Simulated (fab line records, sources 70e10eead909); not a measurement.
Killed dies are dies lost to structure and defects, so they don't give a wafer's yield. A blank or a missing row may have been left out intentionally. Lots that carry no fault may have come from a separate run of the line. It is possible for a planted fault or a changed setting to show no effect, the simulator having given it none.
What tool caused it? :: flow nandHarc :: 24 lots, 72 wafers sampled, at 4 steps of a route of 1302

== WHAT EACH GAUGE READ, for each wafer ==
NHARC_A_M0_INSPECT_27. Usual: rawDefectCount 539, standard deviation 130.
lot: L074
measured: day 22 23:30
on: defectInspect-02
rawDefectCount: 417 397 465
flag: 

lot: L075
measured: day 23 11:08
on: defectInspect-02
rawDefectCount: 395 396 355
flag: 

lot: L077
measured: day 23 16:50
on: defectInspect-02
rawDefectCount: 606 469 441
flag: 

lot: L078
measured: day 23 23:05
on: defectInspect-01
rawDefectCount: 843 629 1146
flag: 

lot: L076
measured: day 23 23:34
on: defectInspect-01
rawDefectCount: 743 451 486
flag: 

lot: L079
measured: day 25 15:28
on: defectInspect-01
rawDefectCount: 528 618 446
flag: 

lot: L080
measured: day 25 17:20
on: defectInspect-02
rawDefectCount: 386 362 324
flag: 

lot: L082
measured: day 26 00:49
on: defectInspect-01
rawDefectCount: 570 613 485
flag: 

lot: L081
measured: day 26 02:10
on: defectInspect-02
rawDefectCount: 489 810 502
flag: 

lot: L085
measured: day 27 12:56
on: defectInspect-02
rawDefectCount: 454 510 530
flag: 

lot: L083
measured: day 27 14:53
on: defectInspect-02
rawDefectCount: 485 608 499
flag: 

lot: L084
measured: day 27 16:21
on: defectInspect-01
rawDefectCount: 665 443 500
flag: 

lot: L086
measured: day 27 19:27
on: defectInspect-01
rawDefectCount: 529 430 716
flag: 

lot: L087
measured: day 28 13:34
on: defectInspect-01
rawDefectCount: 504 602 685
flag: 

lot: L091
measured: day 28 21:32
on: defectInspect-01
rawDefectCount: 776 598 906
flag: 

lot: L088
measured: day 29 00:01
on: defectInspect-02
rawDefectCount: 706 605 781
flag: 

lot: L090
measured: day 29 07:22
on: defectInspect-01
rawDefectCount: 543 486 492
flag: 

lot: L089
measured: day 29 16:29
on: defectInspect-02
rawDefectCount: 565 397 504
flag: 

lot: L092
measured: day 29 23:02
on: defectInspect-01
rawDefectCount: 739 528 651
flag: 

lot: L093
measured: day 31 04:57
on: defectInspect-01
rawDefectCount: 471 618 579
flag: 

lot: L094
measured: day 31 13:38
on: defectInspect-02
rawDefectCount: 565 525 468
flag: 

lot: L096
measured: day 31 18:48
on: defectInspect-02
rawDefectCount: 539 581 412
flag: 

lot: L095
measured: day 31 20:08
on: defectInspect-01
rawDefectCount: 416 466 342
flag: 

lot: L097
measured: day 31 23:31
on: defectInspect-01
rawDefectCount: 480 632 655
flag: 

NHARC_A_M1_CD_MEAS_16. Usual: cdNm 120.1 nm, standard deviation 0.66.
lot: L074
measured: day 23 01:16
on: cdSem-01
cdNm (nm): 120.3 119.9 119.9
flag: 

lot: L075
measured: day 23 12:55
on: cdSem-01
cdNm (nm): 121.6 120.9 121.0
flag: 

lot: L077
measured: day 23 19:26
on: cdSem-02
cdNm (nm): 120.1 120.4 120.4
flag: 

lot: L078
measured: day 24 00:58
on: cdSem-02
cdNm (nm): 120.1 120.1 118.9
flag: 

lot: L076
measured: day 24 01:25
on: cdSem-03
cdNm (nm): 120.1 119.5 119.9
flag: 

lot: L079
measured: day 25 17:26
on: cdSem-03
cdNm (nm): 119.6 119.0 119.8
flag: 

lot: L080
measured: day 25 19:05
on: cdSem-01
cdNm (nm): 119.3 120.1 120.4
flag: 

lot: L082
measured: day 26 02:45
on: cdSem-01
cdNm (nm): 120.6 120.4 120.6
flag: 

lot: L081
measured: day 26 03:56
on: cdSem-03
cdNm (nm): 119.4 119.5 120.1
flag: 

lot: L085
measured: day 27 14:48
on: cdSem-01
cdNm (nm): 120.0 120.4 119.3
flag: 

lot: L083
measured: day 27 16:44
on: cdSem-03
cdNm (nm): 120.4 121.1 119.6
flag: 

lot: L084
measured: day 27 18:14
on: cdSem-01
cdNm (nm): 120.6 120.4 121.6
flag: 

lot: L086
measured: day 27 21:20
on: cdSem-02
cdNm (nm): 120.0 119.8 120.1
flag: 

lot: L087
measured: day 28 15:27
on: cdSem-02
cdNm (nm): 120.7 119.7 120.2
flag: 

lot: L091
measured: day 28 23:28
on: cdSem-02
cdNm (nm): 121.0 121.0 120.8
flag: 

lot: L088
measured: day 29 02:03
on: cdSem-01
cdNm (nm): 119.0 118.9 119.4
flag: 

lot: L090
measured: day 29 09:06
on: cdSem-03
cdNm (nm): 120.4 120.0 120.0
flag: 

lot: L089
measured: day 29 18:28
on: cdSem-03
cdNm (nm): 120.2 120.2 120.3
flag: 

lot: L092
measured: day 30 01:05
on: cdSem-02
cdNm (nm): 120.7 120.5 120.7
flag: 

lot: L093
measured: day 31 07:08
on: cdSem-02
cdNm (nm): 120.2 119.3 119.2
flag: 

lot: L094
measured: day 31 15:49
on: cdSem-02
cdNm (nm): 121.7 120.4 121.5
flag: 

lot: L096
measured: day 31 20:45
on: cdSem-01
cdNm (nm): 120.4 119.8 120.0
flag: 

lot: L095
measured: day 31 22:13
on: cdSem-02
cdNm (nm): 120.1 119.6 120.5
flag: 

lot: L097
measured: day 32 01:34
on: cdSem-03
cdNm (nm): 119.2 119.0 119.5
flag: 

NHARC_A_BONDPAD_CD_MEAS_09: the cd target is 500 nm. Usual: cdNm 500.3 nm, standard deviation 1.6.
lot: L074
measured: day 23 05:20
on: cdSem-01
cdNm (nm): 497.0 501.1 498.3
flag: 

lot: L075
measured: day 23 16:59
on: cdSem-03
cdNm (nm): 499.3 499.9 500.4
flag: 

lot: L077
measured: day 23 23:37
on: cdSem-03
cdNm (nm): 502.8 500.7 501.4
flag: 

lot: L078
measured: day 24 05:02
on: cdSem-02
cdNm (nm): 501.6 500.9 500.8
flag: 

lot: L076
measured: day 24 05:37
on: cdSem-02
cdNm (nm): 499.6 501.2 502.2
flag: 

lot: L079
measured: day 25 21:31
on: cdSem-01
cdNm (nm): 500.1 501.8 499.9
flag: 

lot: L080
measured: day 25 23:10
on: cdSem-01
cdNm (nm): 500.3 499.0 499.0
flag: 

lot: L082
measured: day 26 06:52
on: cdSem-01
cdNm (nm): 497.4 500.5 499.1
flag: 

lot: L081
measured: day 26 08:17
on: cdSem-02
cdNm (nm): 496.6 500.1 497.9
flag: 

lot: L085
measured: day 27 18:52
on: cdSem-02
cdNm (nm): 500.3 499.7 499.0
flag: 

lot: L083
measured: day 27 21:28
on: cdSem-03
cdNm (nm): 501.2 500.5 502.0
flag: 

lot: L084
measured: day 27 22:53
on: cdSem-03
cdNm (nm): 501.8 501.0 502.1
flag: 

lot: L086
measured: day 28 01:26
on: cdSem-01
cdNm (nm): 501.9 500.1 501.5
flag: 

lot: L087
measured: day 28 19:47
on: cdSem-01
cdNm (nm): 504.2 504.4 503.2
flag: 

lot: L091
measured: day 29 03:40
on: cdSem-02
cdNm (nm): 499.7 501.1 500.7
flag: 

lot: L088
measured: day 29 06:17
on: cdSem-01
cdNm (nm): 500.7 500.6 499.4
flag: 

lot: L090
measured: day 29 13:17
on: cdSem-03
cdNm (nm): 497.7 499.3 499.2
flag: 

lot: L089
measured: day 29 23:02
on: cdSem-01
cdNm (nm): 498.9 501.4 499.0
flag: 

lot: L092
measured: day 30 05:10
on: cdSem-02
cdNm (nm): 499.6 498.9 500.6
flag: 

lot: L093
measured: day 31 11:17
on: cdSem-02
cdNm (nm): 501.7 500.4 499.5
flag: 

lot: L094
measured: day 31 20:14
on: cdSem-02
cdNm (nm): 500.8 500.8 500.0
flag: 

lot: L096
measured: day 32 00:49
on: cdSem-01
cdNm (nm): 500.1 501.6 499.8
flag: 

lot: L095
measured: day 32 02:36
on: cdSem-01
cdNm (nm): 497.7 499.8 498.4
flag: 

lot: L097
measured: day 32 06:10
on: cdSem-02
cdNm (nm): 503.4 501.8 501.7
flag: 

== WHAT TOOL EACH LOT RAN ON (gives the tool, then ch and the chambers of the sampled wafers, and finally the start) ==
lot: L074
NHARC_A_M1_ETCH_28: rieDiel-06 ch 0,1, day 23 05:20 or earlier

lot: L075
NHARC_A_M1_ETCH_28: rieDiel-09 ch 1,2,3, day 23 16:59 or earlier

lot: L077
NHARC_A_M1_ETCH_28: rieDiel-06 ch 0,1,3, day 23 23:37 or earlier

lot: L078
NHARC_A_M1_ETCH_28: rieDiel-06 ch 1,3, day 24 05:02 or earlier

lot: L076
NHARC_A_M1_ETCH_28: rieDiel-06 ch 0,2,3, day 24 05:37 or earlier

lot: L079
NHARC_A_M1_ETCH_28: rieDiel-09 ch 0,1, day 25 21:31 or earlier

lot: L080
NHARC_A_M1_ETCH_28: rieDiel-09 ch 1,2, day 25 23:10 or earlier

lot: L082
NHARC_A_M1_ETCH_28: rieDiel-09 ch 0,3, day 26 06:52 or earlier

lot: L081
NHARC_A_M1_ETCH_28: rieDiel-06 ch 1,2, day 26 08:17 or earlier

lot: L085
NHARC_A_M1_ETCH_28: rieDiel-08 ch 0,1, day 27 18:52 or earlier

lot: L083
NHARC_A_M1_ETCH_28: rieDiel-08 ch 0,2,3, day 27 21:28 or earlier

lot: L084
NHARC_A_M1_ETCH_28: rieDiel-09 ch 0,1, day 27 22:53 or earlier

lot: L086
NHARC_A_M1_ETCH_28: rieDiel-06 ch 1,2, day 28 01:26 or earlier

lot: L087
NHARC_A_M1_ETCH_28: rieDiel-08 ch 0,1, day 28 19:47 or earlier

lot: L091
NHARC_A_M1_ETCH_28: rieDiel-08 ch 0,1, day 29 03:40 or earlier

lot: L088
NHARC_A_M1_ETCH_28: rieDiel-06 ch 0,1, day 29 02:23

lot: L090
NHARC_A_M1_ETCH_28: rieDiel-06 ch 0,2,3, day 29 13:17 or earlier

lot: L089
NHARC_A_M1_ETCH_28: rieDiel-06 ch 0,2,3, day 29 23:02 or earlier

lot: L092
NHARC_A_M1_ETCH_28: rieDiel-06 ch 2,3, day 30 05:10 or earlier

lot: L093
NHARC_A_M1_ETCH_28: rieDiel-09 ch 0,3, day 31 11:17 or earlier

lot: L094
NHARC_A_M1_ETCH_28: rieDiel-09 ch 0,2, day 31 20:14 or earlier

lot: L096
NHARC_A_M1_ETCH_28: rieDiel-06 ch 1,3, day 32 00:49 or earlier

lot: L095
NHARC_A_M1_ETCH_28: rieDiel-08 ch 1,2, day 32 02:36 or earlier

lot: L097
NHARC_A_M1_ETCH_28: rieDiel-06 ch 0,2,3, day 32 06:10 or earlier
- NHARC_A_M1_ETCH_28: etches the open film in CF4/N2, target depth 30 nm, time 72.99 s.

== WHAT THE TOOLS THEMSELVES READ (means of the sampled wafers that have a number; where no wafer has one, the mark that the record gives instead) ==
NHARC_A_M1_ETCH_28. Usual: drypumpMotorCurrentA 5.9 A, standard deviation 0.48; n2FlowSccm 100.0 sccm, standard deviation 0.3; oesProductAu 0.999 a.u., standard deviation 0.0095; rfVppV 313.8 V, standard deviation 2.1; showerheadPlenumPTorr 2.60 Torr, standard deviation 0.11; throttleValvePct 19.794 %, standard deviation 0.0089.
lot: L074
tool: rieDiel-06
drypumpMotorCurrentA (A): 5.8
n2FlowSccm (sccm): 100.1
oesProductAu (a.u.): 1.007
rfVppV (V): 316.0
showerheadPlenumPTorr (Torr): 2.69
throttleValvePct (%): 19.792
flag: 

lot: L075
tool: rieDiel-09
drypumpMotorCurrentA (A): 5.6
n2FlowSccm (sccm): 100.0
oesProductAu (a.u.): 1.005
rfVppV (V): 315.0
showerheadPlenumPTorr (Torr): 2.65
throttleValvePct (%): 19.796
flag: 

lot: L077
tool: rieDiel-06
drypumpMotorCurrentA (A): 6.1
n2FlowSccm (sccm): 100.0
oesProductAu (a.u.): 0.994
rfVppV (V): 314.4
showerheadPlenumPTorr (Torr): 2.62
throttleValvePct (%): 19.788
flag: 

lot: L078
tool: rieDiel-06
drypumpMotorCurrentA (A): 6.1
n2FlowSccm (sccm): 99.9
oesProductAu (a.u.): 1.000
rfVppV (V): 314.3
showerheadPlenumPTorr (Torr): 2.61
throttleValvePct (%): 19.787
flag: 

lot: L076
tool: rieDiel-06
drypumpMotorCurrentA (A): 6.3
n2FlowSccm (sccm): 100.0
oesProductAu (a.u.): 1.000
rfVppV (V): 313.4
showerheadPlenumPTorr (Torr): 2.55
throttleValvePct (%): 19.789
flag: 

lot: L079
tool: rieDiel-09
drypumpMotorCurrentA (A): 5.4
n2FlowSccm (sccm): 99.8
oesProductAu (a.u.): 1.012
rfVppV (V): 313.8
showerheadPlenumPTorr (Torr): 2.62
throttleValvePct (%): 19.795
flag: 

lot: L080
tool: rieDiel-09
drypumpMotorCurrentA (A): 6.1
n2FlowSccm (sccm): 100.0
oesProductAu (a.u.): 0.999
rfVppV (V): 315.9
showerheadPlenumPTorr (Torr): 2.74
throttleValvePct (%): 19.801
flag: 

lot: L082
tool: rieDiel-09
drypumpMotorCurrentA (A): 5.0
n2FlowSccm (sccm): 100.2
oesProductAu (a.u.): 1.015
rfVppV (V): 312.2
showerheadPlenumPTorr (Torr): 2.52
throttleValvePct (%): 19.794
flag: 

lot: L081
tool: rieDiel-06
drypumpMotorCurrentA (A): 6.4
n2FlowSccm (sccm): 100.0
oesProductAu (a.u.): 1.000
rfVppV (V): 312.7
showerheadPlenumPTorr (Torr): 2.53
throttleValvePct (%): 19.799
flag: 

lot: L085
tool: rieDiel-08
drypumpMotorCurrentA (A): 5.8
n2FlowSccm (sccm): 99.9
oesProductAu (a.u.): 0.989
rfVppV (V): 314.3
showerheadPlenumPTorr (Torr): 2.66
throttleValvePct (%): 19.800
flag: 

lot: L083
tool: rieDiel-08
drypumpMotorCurrentA (A): 5.9
n2FlowSccm (sccm): 100.2
oesProductAu (a.u.): 1.004
rfVppV (V): 314.0
showerheadPlenumPTorr (Torr): 2.61
throttleValvePct (%): 19.786
flag: 

lot: L084
tool: rieDiel-09
drypumpMotorCurrentA (A): 5.8
n2FlowSccm (sccm): 99.8
oesProductAu (a.u.): 1.004
rfVppV (V): 314.7
showerheadPlenumPTorr (Torr): 2.71
throttleValvePct (%): 19.787
flag: 

lot: L086
tool: rieDiel-06
drypumpMotorCurrentA (A): 6.1
n2FlowSccm (sccm): 99.9
oesProductAu (a.u.): 0.996
rfVppV (V): 313.6
showerheadPlenumPTorr (Torr): 2.60
throttleValvePct (%): 19.793
flag: 

lot: L087
tool: rieDiel-08
drypumpMotorCurrentA (A): 5.9
n2FlowSccm (sccm): 99.7
oesProductAu (a.u.): 0.998
rfVppV (V): 313.7
showerheadPlenumPTorr (Torr): 2.59
throttleValvePct (%): 19.788
flag: 

lot: L091
tool: rieDiel-08
drypumpMotorCurrentA (A): 5.9
n2FlowSccm (sccm): 100.5
oesProductAu (a.u.): 0.989
rfVppV (V): 312.5
showerheadPlenumPTorr (Torr): 2.59
throttleValvePct (%): 19.800
flag: 

lot: L088
tool: rieDiel-06
drypumpMotorCurrentA (A): 5.9
n2FlowSccm (sccm): 100.2
oesProductAu (a.u.): 0.994
rfVppV (V): 314.8
showerheadPlenumPTorr (Torr): 2.69
throttleValvePct (%): 19.798
flag: 

lot: L090
tool: rieDiel-06
drypumpMotorCurrentA (A): 6.3
n2FlowSccm (sccm): 100.1
oesProductAu (a.u.): 0.992
rfVppV (V): 313.4
showerheadPlenumPTorr (Torr): 2.55
throttleValvePct (%): 19.795
flag: 

lot: L089
tool: rieDiel-06
drypumpMotorCurrentA (A): 6.3
n2FlowSccm (sccm): 100.3
oesProductAu (a.u.): 0.985
rfVppV (V): 313.3
showerheadPlenumPTorr (Torr): 2.55
throttleValvePct (%): 19.794
flag: 

lot: L092
tool: rieDiel-06
drypumpMotorCurrentA (A): 6.5
n2FlowSccm (sccm): 100.0
oesProductAu (a.u.): 0.986
rfVppV (V): 312.2
showerheadPlenumPTorr (Torr): 2.47
throttleValvePct (%): 19.795
flag: 

lot: L093
tool: rieDiel-09
drypumpMotorCurrentA (A): 4.9
n2FlowSccm (sccm): 99.9
oesProductAu (a.u.): 1.003
rfVppV (V): 313.3
showerheadPlenumPTorr (Torr): 2.51
throttleValvePct (%): 19.795
flag: 

lot: L094
tool: rieDiel-09
drypumpMotorCurrentA (A): 5.6
n2FlowSccm (sccm): 100.1
oesProductAu (a.u.): 0.998
rfVppV (V): 314.5
showerheadPlenumPTorr (Torr): 2.58
throttleValvePct (%): 19.788
flag: 

lot: L096
tool: rieDiel-06
drypumpMotorCurrentA (A): 6.1
n2FlowSccm (sccm): 100.2
oesProductAu (a.u.): 1.005
rfVppV (V): 314.1
showerheadPlenumPTorr (Torr): 2.61
throttleValvePct (%): 19.790
flag: 

lot: L095
tool: rieDiel-08
drypumpMotorCurrentA (A): 6.0
n2FlowSccm (sccm): 99.9
oesProductAu (a.u.): 0.986
rfVppV (V): 313.0
showerheadPlenumPTorr (Torr): 2.54
throttleValvePct (%): 19.800
flag: 

lot: L097
tool: rieDiel-06
drypumpMotorCurrentA (A): 6.3
n2FlowSccm (sccm): 99.8
oesProductAu (a.u.): 0.994
rfVppV (V): 312.1
showerheadPlenumPTorr (Torr): 2.55
throttleValvePct (%): 19.788
flag: 

== THE ANSWER, worked out from the rows above alone ==
Rule: lot off if the mean of its wafers having a number is beyond 3 standard deviations from the usual mean. Also off: a lot with no number at a reading for which 4 or more lots have one. All remaining lots with rows at the step are treated as sound. The gauges are gone through in route order, then the tools' own readings, and for those a lot's mean is taken as printed above. At the first step where some lot is off, the reading lying furthest off is the one used; lots without a number count as furthest.
Nothing can be told from this: no lot is off at any reading shown.

== WHAT WAS PUT IN BY THE SIMULATOR ==
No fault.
